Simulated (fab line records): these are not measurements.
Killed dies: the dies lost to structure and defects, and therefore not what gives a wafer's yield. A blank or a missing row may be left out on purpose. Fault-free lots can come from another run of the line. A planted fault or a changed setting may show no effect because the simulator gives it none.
fab line records	flow n5_finfet
record: lots: 7	wafers: 21
route steps=1938 shown BEOL_M1@800 BEOL_M3@938 BEOL_M4@1028 BEOL_M5@1161 BEOL_M6@1194
start_h: hours from the record's opening day to when the first of the lot's shown wafers began	wait_h: hours elapsed since this lot's preceding step	" as in the row above	L1.1+2: a single row standing in for several wafers	- either no value or no given start	* or withheld: withheld	< > ~ a bound
route shown NAME@n: names a module that has steps shown in the file, with the first one's number in the route	usual: the fault-free wafers' mean and standard deviation	same: alike in all rows	chamber/n: place in a boat	sites: each site's reading	_std_site: standard deviation of those values	_edge_site: outer sites' mean less inner sites'	radius_mm: for every site, how far away it sits from the centre of the wafer	mask NAME#n: copy n	behind: the last tool/chamber to shape the wafer	hold: the reason the lot was held/the length of the hold in hours/how it ended	device: names the non-switching transistor (n, p or np)	end of line: the route-end tests of the same wafers	a step with no rows: only its recipe	killed: dies that structure and defects cost at the first sort, which is not the same as the wafer's yield	map: shows each die of a wafer: x if killed, . if not, _ if none is there
set.NAME: the setting as run; set.NAME@STEP: as run at that earlier step	model.NAME: the simulator's own value behind a step, which no gauge read
lots whose settings were changed on purpose; a table a step, a row a wafer
== steps ==
step: N5_BEOL_M1_TRENCH_ETCH_37
recipe: chemistry: C4F6/O2	target_depth_a: 552.07	target: SiOC	time_s: 29	ion_energy_ev: 250	pressure_mtorr: 30	source_w: 355	bias_w: 185	Ar_flow_sccm: 300	C4F6_flow_sccm: 10	O2_flow_sccm: 10
lot.wafer	tool	chamber	start_h	wait_h	set.time_s	model.BEOL_M1.feature_depth_nm	model.etch.depth_nm
L075.2	rie_diel-03	1	-	-	29	55.8	55.88
L075.3	"	3	"	"	29	54.4	54.49
L075.4	"	2	"	"	29	55.4	55.41
L077.4	rie_diel-05	1	-	-	29	55	54.96
L077.5	"	3	"	"	29	56	56.01
L077.6	"	0	"	"	29	55.8	55.88
L079.4	rie_diel-03	1	-	-	34.25	65.8	65.74
L079.5	"	0	"	"	29	53.6	53.59
L079.6	"	3	"	"	34.25	64.2	64.11
L085.2	rie_diel-05	2	-	-	29	55.6	55.61
L085.4	"	3	"	"	32.02	59.8	59.83
L085.6	"	1	"	"	32.02	60.6	60.52
L086.2	rie_diel-01	2	-	-	26.13	49	49.03
L086.4	"	3	"	"	26.13	49.4	49.33
L086.5	"	2	"	"	26.13	48.6	48.58
L088.2	rie_diel-01	1	-	-	29	56.6	56.61
L088.5	"	1	"	"	25.31	49	48.95
L088.6	"	0	"	"	29	55.4	55.38
L097.1	rie_diel-03	1	-	-	35.22	66.8	66.84
L097.3	"	0	"	"	35.22	64.4	64.48
L097.6	"	1	"	"	29	54.8	54.7
step: N5_BEOL_M1_ETCH_41
recipe: chemistry: CH3F/O2	target: SiCN	target_depth_a: 319	taper_deg: 2	time_s: 57.8	ion_energy_ev: 120	mask_material: TiN	pressure_mtorr: 30	source_w: 395	bias_w: 75	Ar_flow_sccm: 150	CH3F_flow_sccm: 30	O2_flow_sccm: 20
step: N5_BEOL_M1_STRIP_97
recipe: chemistry: N2/H2	time_s: 10	power_w: 450	temp_c: 40	pressure_mtorr: 20	rf_frequency_hz: 6e+07	bias_power_w: 7	n2_flow_sccm: 200	h2_flow_sccm: 200
step: N5_BEOL_M1_OCD_MEAS_38
usual: trench_depth_nm: 54.9/0.93
lot.wafer	tool	chamber	start_h	wait_h	set.time_s@BEOL_M1_TRENCH_ETCH_37	trench_depth_nm
L075.2	ocd-02	-	127.26	-	29	55.8
L075.3	"	-	"	"	29	54.9
L075.4	"	-	"	"	29	55.6
L077.4	ocd-02	-	143.65	-	29	55.7
L077.5	"	-	"	"	29	55.8
L077.6	"	-	"	"	29	55.7
L079.4	ocd-01	-	156.21	-	34.25	65.5
L079.5	"	-	"	"	29	54.1
L079.6	"	-	"	"	34.25	64.1
L085.2	ocd-01	-	188.33	-	29	56.3
L085.4	"	-	"	"	32.02	59.7
L085.6	"	-	"	"	32.02	60.3
L086.2	ocd-01	-	196.20	-	26.13	49.2
L086.4	"	-	"	"	26.13	49.8
L086.5	"	-	"	"	26.13	49.3
L088.2	ocd-01	-	214.54	-	29	57.0
L088.5	"	-	"	"	25.31	48.8
L088.6	"	-	"	"	29	55.5
L097.1	ocd-02	-	267.05	-	35.22	66.6
L097.3	"	-	"	"	35.22	64.7
L097.6	"	-	"	"	29	54.7
step: N5_BEOL_M3_COAT_05
recipe: resist: CAR-EUV	spin_rpm: 1500	resist_thk_nm: 30
lot.wafer	tool	chamber	start_h	wait_h	set.spin_rpm	model.CAR-EUV_of_BEOL_M3_COAT_05.thk_nm
L075.2+3+4	litho_track-03	0	-	-	1500	30
L077.4+6	litho_track-03	0	-	-	1500	30
L077.5	"	0	"	"	1500	29.8
L079.4	litho_track-03	0	-	-	1579	29.4
L079.5+6	"	0	"	"	1500	30
L085.2	litho_track-03	0	-	-	1500	30
L085.4+6	"	0	"	"	1500	30.2
L086.2+4	litho_track-04	0	-	-	1500	30.2
L086.5	"	0	"	"	1552	29.6
L088.2+6	litho_track-05	0	-	-	1500	30
L088.5	"	0	"	"	1402	31.2
L097.1+3	litho_track-05	0	-	-	1500	30
L097.6	"	0	"	"	1639	28.8
step: N5_BEOL_M4_COAT_05
recipe: resist: CAR-EUV	spin_rpm: 1500	resist_thk_nm: 30
lot.wafer	tool	chamber	start_h	wait_h	set.spin_rpm	model.CAR-EUV_of_BEOL_M4_COAT_05.thk_nm
L075.2	litho_track-02	0	-	-	1500	30
L075.3+4	"	0	"	"	1500	30.2
L077.4	litho_track-02	0	-	-	1436	30.8
L077.5+6	"	0	"	"	1500	30
L079.4+5	litho_track-02	0	-	-	1500	30
L079.6	"	0	"	"	1658	28.6
L085.2+4+6	litho_track-05	0	-	-	1500	30
L086.2+4+5	litho_track-02	0	-	-	1500	30
L088.2	litho_track-01	0	-	-	1441	30.6
L088.5+6	"	0	"	"	1500	30
L097.1	litho_track-05	0	-	-	1500	30.2
L097.3	"	0	"	"	1654	28.8
L097.6	"	0	"	"	1500	30
step: N5_BEOL_M4_EBR_07
recipe: solvent: PGMEA	ebr_width_mm: 1.5
step: N5_BEOL_M4_SOFTBAKE_06
recipe: temp_c: 110	time_s: 60	resist: CAR-EUV
step: N5_BEOL_M4_DESCUM_16
recipe: chemistry: O2	time_s: 7	source_power_w: 50	bias_power_w: 20	pressure_mtorr: 20	rf_frequency_hz: 2.712e+07	temp_c: 40	resist: CAR-EUV	o2_flow_sccm: 225
step: N5_BEOL_M4_ETCH_74
recipe: chemistry: N2/H2	target: underlayer	target_depth_a: 65	mask_material: CAR-EUV	time_s: 5.2	ion_energy_ev: 200	pressure_mtorr: 30	source_w: 840	bias_w: 150	n2_flow_sccm: 200	h2_flow_sccm: 200	ends: cleared
step: N5_BEOL_M4_ETCH_63
recipe: chemistry: CF4	target: SiARC	target_depth_a: 156	mask_material: CAR-EUV	time_s: 26	ion_energy_ev: 80	pressure_mtorr: 40	source_w: 545	bias_w: 36	Ar_flow_sccm: 100	cf4_flow_sccm: 100	ends: cleared
lot.wafer	tool	chamber	start_h	wait_h	set.spin_rpm@BEOL_M4_COAT_05	model.CAR-EUV_of_BEOL_M4_COAT_05.thk_nm
L075.2	rie_diel-06	0	150.47	0.0	1500	11
L075.3+4	"	3,0	"	"	1500	11.2
L077.4	rie_diel-04	1	169.60	0.0	1436	11.8
L077.5+6	"	0,3	"	"	1500	11.2
L079.4+5	rie_diel-02	0,2	181.58	0.0	1500	11.2
L079.6	"	3	"	"	1658	9.6
L085.2	rie_diel-06	1	213.48	0.0	1500	11
L085.4+6	"	1,2	"	"	1500	11.2
L086.2	rie_diel-04	1	222.34	0.0	1500	11
L086.4+5	"	0,3	"	"	1500	11.2
L088.2	rie_diel-04	1	239.10	0.0	1441	11.8
L088.5	"	3	"	"	1500	11
L088.6	"	2	"	"	1500	11.2
L097.1+6	rie_diel-04	1,3	289.36	0.0	1500	11.2
L097.3	"	2	"	"	1654	9.8
step: N5_BEOL_M4_ETCH_70
recipe: chemistry: N2/H2	target: SOC	target_depth_a: 800	overetch_a: 240	mask_material: SiARC	temp_c: 40	time_s: 130	ion_energy_ev: 200	pressure_mtorr: 30	source_w: 840	bias_w: 150	n2_flow_sccm: 200	h2_flow_sccm: 200
usual: rf_vpp_V: 523.3/2.4
lot.wafer	tool	chamber	start_h	wait_h	set.bias_w	rf_vpp_V	model.SiARC_of_BEOL_M4_COAT_68.thk_nm
L075.2	rie_diel-04	0	154.58	0.0	150	521.5	6
L075.3	"	3	"	"	150	523.4	5.8
L075.4	"	2	"	"	150	519.6	6
L077.4	rie_diel-04	0	175.58	0.0	150	520.0	6
L077.5	"	3	"	"	150	522.6	5.8
L077.6	"	0	"	"	150	519.2	6
L079.4	rie_diel-06	3	183.54	0.0	150	522.9	6.2
L079.5	"	2	"	"	150	519.1	5.8
L079.6	"	0	"	"	150	524.3	5.8
L085.2	rie_diel-06	2	217.36	0.0	150	519.2	5.8
L085.4	"	2	"	"	129.7	474.0	6.8
L085.6	"	3	"	"	150	523.4	6
L086.2	rie_diel-04	1	224.86	0.0	150	524.9	5.4
L086.4	"	3	"	"	131.6	481.9	6.8
L086.5	"	1	"	"	150	525.5	5.6
L088.2	rie_diel-06	2	241.13	0.0	136.3	490.5	6.6
L088.5	"	3	"	"	136.3	492.9	6.6
L088.6	"	0	"	"	150	526.1	5.4
L097.1	rie_diel-04	0	293.23	0.0	158.9	540.3	5.4
L097.3	"	2	"	"	150	520.1	6
L097.6	"	1	"	"	158.9	545.8	5.2
step: N5_BEOL_M4_TRENCH_ETCH_37
recipe: chemistry: C4F6/O2	target_depth_a: 555.55	target: SiOC	time_s: 29.2	ion_energy_ev: 250	pressure_mtorr: 30	source_w: 355	bias_w: 185	Ar_flow_sccm: 300	C4F6_flow_sccm: 10	O2_flow_sccm: 10
lot.wafer	tool	chamber	start_h	wait_h	set.time_s	model.etch.depth_nm	model.BEOL_M4.feature_depth_nm
L075.2	rie_diel-04	0	-	-	29.2	55.94	56
L075.3	"	3	"	"	29.2	55.54	55.6
L075.4	"	2	"	"	29.2	55.79	55.8
L077.4	rie_diel-04	0	-	-	29.2	55.15	55.2
L077.5	"	3	"	"	29.2	54.7	54.8
L077.6	"	0	"	"	29.2	55.3	55.4
L079.4	rie_diel-06	3	-	-	23.6	43.62	43.6
L079.5	"	2	"	"	29.2	54.65	54.6
L079.6	"	0	"	"	23.6	44.76	44.8
L085.2	rie_diel-06	2	-	-	24.99	48.22	48.2
L085.4	"	2	"	"	29.2	55.9	56
L085.6	"	3	"	"	24.99	46.91	47
L086.2	rie_diel-04	1	-	-	31.43	61.47	61.4
L086.4	"	3	"	"	29.2	55.89	55.8
L086.5	"	1	"	"	31.43	62.01	62
L088.2	rie_diel-06	2	-	-	25.48	48.32	48.4
L088.5	"	3	"	"	25.48	48.11	48.2
L088.6	"	0	"	"	25.48	50.1	50.2
L097.1	rie_diel-04	0	-	-	29.2	55.87	55.8
L097.3	"	2	"	"	29.2	54.82	54.8
L097.6	"	1	"	"	29.2	57.27	57.2
step: N5_BEOL_M4_ETCH_41
recipe: chemistry: CH3F/O2	target: SiCN	target_depth_a: 299	taper_deg: 2	time_s: 52.5	ion_energy_ev: 120	mask_material: TiN	pressure_mtorr: 30	source_w: 395	bias_w: 75	Ar_flow_sccm: 150	CH3F_flow_sccm: 30	O2_flow_sccm: 20
step: N5_BEOL_M4_STRIP_97
recipe: chemistry: N2/H2	time_s: 10	power_w: 450	temp_c: 40	pressure_mtorr: 20	rf_frequency_hz: 6e+07	bias_power_w: 7	n2_flow_sccm: 200	h2_flow_sccm: 200
step: N5_BEOL_M4_OCD_MEAS_38
usual: trench_depth_nm: 55.5/1.1
lot.wafer	tool	chamber	start_h	wait_h	set.time_s@BEOL_M4_TRENCH_ETCH_37	trench_depth_nm
L075.2	ocd-01	-	154.94	-	29.2	55.8
L075.3	"	-	"	"	29.2	56.0
L075.4	"	-	"	"	29.2	55.9
L077.4	ocd-01	-	175.95	-	29.2	55.0
L077.5	"	-	"	"	29.2	54.6
L077.6	"	-	"	"	29.2	55.3
L079.4	ocd-02	-	183.86	-	23.6	43.9
L079.5	"	-	"	"	29.2	54.3
L079.6	"	-	"	"	23.6	44.6
L085.2	ocd-01	-	217.72	-	24.99	48.5
L085.4	"	-	"	"	29.2	56.0
L085.6	"	-	"	"	24.99	47.1
L086.2	ocd-01	-	225.22	-	31.43	61.4
L086.4	"	-	"	"	29.2	55.8
L086.5	"	-	"	"	31.43	62.2
L088.2	ocd-02	-	241.49	-	25.48	48.5
L088.5	"	-	"	"	25.48	48.2
L088.6	"	-	"	"	25.48	50.2
L097.1	ocd-02	-	293.59	-	29.2	55.6
L097.3	"	-	"	"	29.2	55.1
L097.6	"	-	"	"	29.2	57.0
step: N5_BEOL_M4_HM_STRIP_39
recipe: chemistry: peroxide_tin_strip	material: TiN	target_depth_a: 250	temp_c: 50	time_s: 158
step: N5_BEOL_M4_SRD_40
recipe: time_s: 30	temp_c: 23	rinse_liquid: diw	dry: ipa_marangoni
step: N5_BEOL_M4_ECD_50
recipe: material: Cu	target_thk_a: 3000
step: N5_BEOL_M4_ANNEAL_51
recipe: temp_c: 225	time_s: 90	ambient: N2
step: N5_BEOL_M4_CMP_52
recipe: stop_on: SiOC	t_overpolish_s: 6.8	down_force_psi: 1	platen_rpm: 50	clearing_platen_down_force_psi: 1.5	clearing_platen_rpm: 50	post_cmp_clean: cu_alkaline	target_thk_nm: 40	clearing_platen_pad_velocity_m_s: 0.99484	pad_velocity_m_s: 0.99484
lot.wafer	tool	chamber	start_h	wait_h	set.time_s@BEOL_M4_TRENCH_ETCH_37	model.Cu_of_BEOL_M4_ECD_50.thk_nm
L075.4	cmp-03	0	159.08	0.2	29.2	39
L075.2	"	1	"	"	29.2	38.2
L075.3	"	2	"	"	29.2	41
L077.4+6	cmp-04	2,3	179.28	0.3	29.2	38.6
L077.5	"	2	"	"	29.2	39.4
L079.4	cmp-04	1	187.61	0.7	23.6	29.6
L079.5	"	3	"	"	29.2	37.4
L079.6	"	0	"	"	23.6	28.6
L085.2	cmp-03	0	221.65	0.2	24.99	33.2
L085.4	"	1	"	"	29.2	39.6
L085.6	"	1	"	"	24.99	30.6
L086.2	cmp-03	2	228.66	0.2	31.43	45.8
L086.4	"	3	"	"	29.2	39
L086.5	"	3	"	"	31.43	46
L088.2	cmp-03	3	245.22	0.3	25.48	33
L088.5	"	0	"	"	25.48	33.4
L088.6	"	1	"	"	25.48	34.8
L097.1	cmp-01	2	297.32	0.3	29.2	40.4
L097.3	"	3	"	"	29.2	38.4
L097.6	"	1	"	"	29.2	38.6
step: N5_BEOL_M4_THK_MEAS_53
recipe: thk_meas_gauge: xrf	reads: Cu_of_BEOL_M4_ECD_50
usual: M4_THK: 39.8/1.5
lot.wafer	tool	chamber	start_h	wait_h	set.time_s@BEOL_M4_TRENCH_ETCH_37	M4_THK[nm]
L075.2	film_metro-01	-	159.33	-	29.2	38.8
L075.3	"	-	"	"	29.2	41.6
L075.4	"	-	"	"	29.2	39.5
L077.4	film_metro-02	-	179.58	-	29.2	39.0
L077.5	"	-	"	"	29.2	39.8
L077.6	"	-	"	"	29.2	39.1
L079.4	film_metro-02	-	187.83	-	23.6	30.0
L079.5	"	-	"	"	29.2	38.0
L079.6	"	-	"	"	23.6	28.8
L085.2	film_metro-02	-	221.94	-	24.99	33.5
L085.4	"	-	"	"	29.2	39.9
L085.6	"	-	"	"	24.99	30.9
L086.2	film_metro-02	-	228.96	-	31.43	46.4
L086.4	"	-	"	"	29.2	39.4
L086.5	"	-	"	"	31.43	46.3
L088.2	film_metro-02	-	245.40	-	25.48	33.5
L088.5	"	-	"	"	25.48	33.9
L088.6	"	-	"	"	25.48	35.4
L097.1	film_metro-02	-	297.54	-	29.2	41.1
L097.3	"	-	"	"	29.2	38.9
L097.6	"	-	"	"	29.2	39.4
step: N5_BEOL_M4_PRE_CLEAN_60
recipe: gas: NH3/H2	time_s: 15	temp_c: *	rf_power_w: 300
step: N5_BEOL_M4_CO_CAP_55
recipe: material: Co	target_thk_a: 20	temp_c: 200	precursor: CCTBA/H2	pressure_torr: 30	time_s: 102.1
step: N5_BEOL_M4_PRE_CLEAN_56
recipe: gas: NH3	time_s: 15	temp_c: withheld	rf_power_w: 300
step: N5_BEOL_M4_DEP_57
recipe: material: SiCN	target_thk_a: 80	temp_c: withheld	precursor: 3MS/NH3	pressure_torr: 3	rf_w: 202	time_s: 14
step: N5_BEOL_M4_RS_MEAS_58
recipe: thk_meas_gauge: four-point-probe	reads: Co_of_BEOL_M4_CO_CAP_55+Cu_of_BEOL_M4_ECD_50+Co_of_BEOL_M4_CVD_47+TaN_of_BEOL_M4_ALD_84
usual: M4_RS: 0.68/0.032
lot.wafer	tool	chamber	start_h	wait_h	set.time_s@BEOL_M4_TRENCH_ETCH_37	M4_RS[ohm/sq]
L075.2	film_metro-01	-	159.62	0.1	29.2	0.71
L075.3	"	-	"	"	29.2	0.65
L075.4	"	-	"	"	29.2	0.69
L077.4	film_metro-02	-	179.84	0.0	29.2	0.70
L077.5	"	-	"	"	29.2	0.69
L077.6	"	-	"	"	29.2	0.70
L079.4	film_metro-01	-	188.09	0.0	23.6	0.99
L079.5	"	-	"	"	29.2	0.73
L079.6	"	-	"	"	23.6	1.05
L085.2	film_metro-02	-	222.20	0.1	24.99	0.85
L085.4	"	-	"	"	29.2	0.68
L085.6	"	-	"	"	24.99	0.95
L086.2	film_metro-01	-	229.23	0.1	31.43	0.56
L086.4	"	-	"	"	29.2	0.69
L086.5	"	-	"	"	31.43	0.56
L088.2	film_metro-02	-	245.66	0.1	25.48	0.86
L088.5	"	-	"	"	25.48	0.85
L088.6	"	-	"	"	25.48	0.80
L097.1	film_metro-01	-	297.80	0.0	29.2	0.66
L097.3	"	-	"	"	29.2	0.71
L097.6	"	-	"	"	29.2	0.70
step: N5_BEOL_M5_ETCH_41
recipe: chemistry: CH3F/O2	target: SiCN	target_depth_a: 315	taper_deg: 2	time_s: 56.7	ion_energy_ev: 120	mask_material: TiN	pressure_mtorr: 30	source_w: 395	bias_w: 75	Ar_flow_sccm: 150	CH3F_flow_sccm: 30	O2_flow_sccm: 20
usual: rf_vpp_V: 297.3/1.9
lot.wafer	tool	chamber	start_h	wait_h	set.source_w	rf_vpp_V
L075.2	rie_diel-01	3	-	-	395	294.9
L075.3	"	1	"	"	395	299.0
L075.4	"	2	"	"	395	296.6
L077.4	rie_diel-05	2	-	-	395	299.4
L077.5	"	2	"	"	395	299.7
L077.6	"	1	"	"	395	300.0
L079.4	rie_diel-05	0	-	-	395	294.3
L079.5	"	1	"	"	445.4	289.3
L079.6	"	0	"	"	445.4	283.4
L085.2	rie_diel-05	3	-	-	395	296.8
L085.4	"	2	"	"	465.4	282.5
L085.6	"	0	"	"	465.4	278.6
L086.2	rie_diel-01	3	-	-	395	296.8
L086.4	"	3	"	"	395	295.2
L086.5	"	1	"	"	395	298.0
L088.2	rie_diel-01	3	-	-	395	293.4
L088.5	"	1	"	"	353.9	309.3
L088.6	"	0	"	"	395	297.4
L097.1	rie_diel-03	1	-	-	395	296.8
L097.3	"	0	"	"	395	298.0
L097.6	"	1	"	"	395	295.8
step: N5_BEOL_M6_ILD_DEP_00
recipe: material: SiCOH_lowk	target_thk_a: 1797.5	temp_c: 300	precursor: DEMS/porogen	pressure_torr: 5	rf_w: 500	time_s: 33.4
lot.wafer	tool	chamber	start_h	wait_h	set.time_s	model.SiCOH_lowk_of_BEOL_M6_ILD_DEP_00.thk_nm
L075.2	pecvd-01	0	173.49	0.0	33.4	177.6
L075.3	"	1	"	"	33.4	177.2
L075.4	"	2	"	"	33.4	183
L077.4	pecvd-01	2	190.36	0.1	33.4	183.8
L077.5	"	1	"	"	34.68	189.2
L077.6	"	0	"	"	34.68	186.2
L079.4	pecvd-02	0	201.21	0.1	33.4	180.2
L079.5	"	1	"	"	34.95	187
L079.6	"	2	"	"	34.95	186.4
L085.2	pecvd-01	1	233.85	0.0	33.4	179
L085.4	"	1	"	"	33.4	182
L085.6	"	2	"	"	33.4	183.6
L086.2	pecvd-04	1	244.43	0.0	33.4	178.2
L086.4	"	0	"	"	33.4	179.2
L086.5	"	2	"	"	29.72	159.8
L088.2	pecvd-02	1	258.81	0.0	33.4	176
L088.5	"	0	"	"	33.4	180.8
L088.6	"	1	"	"	33.4	177.6
L097.1	pecvd-01	1	320.98	0.0	31.54	170.6
L097.3	"	0	"	"	31.54	169.8
L097.6	"	0	"	"	33.4	183
step: N5_BEOL_M6_CURE_74
recipe: temp_c: 385	time_s: 240	ambient: He/Ar	material: SiCOH_lowk
lot.wafer	tool	chamber	start_h	wait_h	set.time_s@BEOL_M6_ILD_DEP_00	model.SiCOH_lowk_of_BEOL_M6_ILD_DEP_00.thk_nm
L075.2	uv_cure-03	0	173.63	0.1	33.4	153.2
L075.3	"	0	"	"	33.4	152.8
L075.4	"	0	"	"	33.4	158
L077.4	uv_cure-02	1	190.65	0.3	33.4	158.4
L077.5	"	1	"	"	34.68	163.2
L077.6	"	1	"	"	34.68	160.6
L079.4	uv_cure-01	0	201.49	0.3	33.4	155.4
L079.5	"	0	"	"	34.95	161.4
L079.6	"	0	"	"	34.95	160.8
L085.2	uv_cure-01	1	234.32	0.4	33.4	154.2
L085.4	"	1	"	"	33.4	157
L085.6	"	1	"	"	33.4	158.2
L086.2	uv_cure-03	1	244.58	0.1	33.4	153.6
L086.4	"	1	"	"	33.4	154.6
L086.5	"	1	"	"	29.72	137.6
L088.2	uv_cure-01	0	258.96	0.1	33.4	151.6
L088.5	"	0	"	"	33.4	156
L088.6	"	0	"	"	33.4	153.2
L097.1	uv_cure-01	2	321.04	0.0	31.54	147
L097.3	"	2	"	"	31.54	146.4
L097.6	"	2	"	"	33.4	157.8
step: N5_BEOL_M6_THK_MEAS_01
recipe: reads: SiCOH_lowk_of_BEOL_M6_ILD_DEP_00
usual: M6_ILD_THK: 155.4/2.2
lot.wafer	tool	chamber	start_h	wait_h	set.time_s@BEOL_M6_ILD_DEP_00	M6_ILD_THK[nm]
L075.2	film_metro-01	-	174.07	0.4	33.4	153.1
L075.3	"	-	"	"	33.4	152.7
L075.4	"	-	"	"	33.4	158.0
L077.4	film_metro-01	-	190.92	0.2	33.4	158.6
L077.5	"	-	"	"	34.68	163.2
L077.6	"	-	"	"	34.68	160.8
L079.4	film_metro-02	-	201.77	0.2	33.4	155.4
L079.5	"	-	"	"	34.95	161.3
L079.6	"	-	"	"	34.95	160.7
L085.2	film_metro-02	-	234.75	0.4	33.4	154.2
L085.4	"	-	"	"	33.4	157.0
L085.6	"	-	"	"	33.4	158.2
L086.2	film_metro-02	-	245.01	0.4	33.4	153.8
L086.4	"	-	"	"	33.4	154.7
L086.5	"	-	"	"	29.72	137.6
L088.2	film_metro-02	-	259.39	0.4	33.4	151.7
L088.5	"	-	"	"	33.4	156.0
L088.6	"	-	"	"	33.4	153.2
L097.1	film_metro-02	-	321.56	0.4	31.54	147.1
L097.3	"	-	"	"	31.54	146.4
L097.6	"	-	"	"	33.4	157.9
== key ==
split: step: N5_BEOL_M1_TRENCH_ETCH_37	setting: time_s	stated: 29	by: wafer
response: step: N5_BEOL_M1_TRENCH_ETCH_37	reading: model.BEOL_M1.feature_depth_nm	change: +0.543	per: 1%	r: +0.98
response: step: N5_BEOL_M1_TRENCH_ETCH_37	reading: model.etch.depth_nm	change: +0.545	per: 1%	r: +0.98
response: step: N5_BEOL_M1_OCD_MEAS_38	reading: trench_depth_nm	change: +0.531	per: 1%	r: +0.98
split: step: N5_BEOL_M3_COAT_05	setting: spin_rpm	stated: 1500	by: wafer
response: step: N5_BEOL_M3_COAT_05	reading: model.CAR-EUV_of_BEOL_M3_COAT_05.thk_nm	change: -0.144	per: 1%	r: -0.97
split: step: N5_BEOL_M4_COAT_05	setting: spin_rpm	stated: 1500	by: wafer
response: step: N5_BEOL_M4_COAT_05	reading: model.CAR-EUV_of_BEOL_M4_COAT_05.thk_nm	change: -0.135	per: 1%	r: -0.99
response: step: N5_BEOL_M4_ETCH_63	reading: model.CAR-EUV_of_BEOL_M4_COAT_05.thk_nm	change: -0.146	per: 1%	r: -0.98
split: step: N5_BEOL_M4_ETCH_70	setting: bias_w	stated: 150	by: wafer
response: step: N5_BEOL_M4_ETCH_70	reading: rf_vpp_V	change: +3.59	per: 1%	r: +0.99
response: step: N5_BEOL_M4_ETCH_70	reading: model.SiARC_of_BEOL_M4_COAT_68.thk_nm	change: -0.0956	per: 1%	r: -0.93
split: step: N5_BEOL_M4_TRENCH_ETCH_37	setting: time_s	stated: 29.2	by: wafer
response: step: N5_BEOL_M4_TRENCH_ETCH_37	reading: model.etch.depth_nm	change: +0.576	per: 1%	r: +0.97
response: step: N5_BEOL_M4_TRENCH_ETCH_37	reading: model.BEOL_M4.feature_depth_nm	change: +0.577	per: 1%	r: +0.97
response: step: N5_BEOL_M4_OCD_MEAS_38	reading: trench_depth_nm	change: +0.562	per: 1%	r: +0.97
response: step: N5_BEOL_M4_CMP_52	reading: model.Cu_of_BEOL_M4_ECD_50.thk_nm	change: +0.509	per: 1%	r: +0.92
response: step: N5_BEOL_M4_THK_MEAS_53	reading: M4_THK	change: +0.518	per: 1%	r: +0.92
response: step: N5_BEOL_M4_RS_MEAS_58	reading: M4_RS	change: -0.0156	per: 1%	r: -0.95
split: step: N5_BEOL_M5_ETCH_41	setting: source_w	stated: 395	by: wafer
response: step: N5_BEOL_M5_ETCH_41	reading: rf_vpp_V	change: -0.909	per: 1%	r: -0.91
split: step: N5_BEOL_M6_ILD_DEP_00	setting: time_s	stated: 33.4	by: wafer
response: step: N5_BEOL_M6_ILD_DEP_00	reading: model.SiCOH_lowk_of_BEOL_M6_ILD_DEP_00.thk_nm	change: +1.72	per: 1%	r: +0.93
response: step: N5_BEOL_M6_CURE_74	reading: model.SiCOH_lowk_of_BEOL_M6_ILD_DEP_00.thk_nm	change: +1.5	per: 1%	r: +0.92
response: step: N5_BEOL_M6_THK_MEAS_01	reading: M6_ILD_THK	change: +1.5	per: 1%	r: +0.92
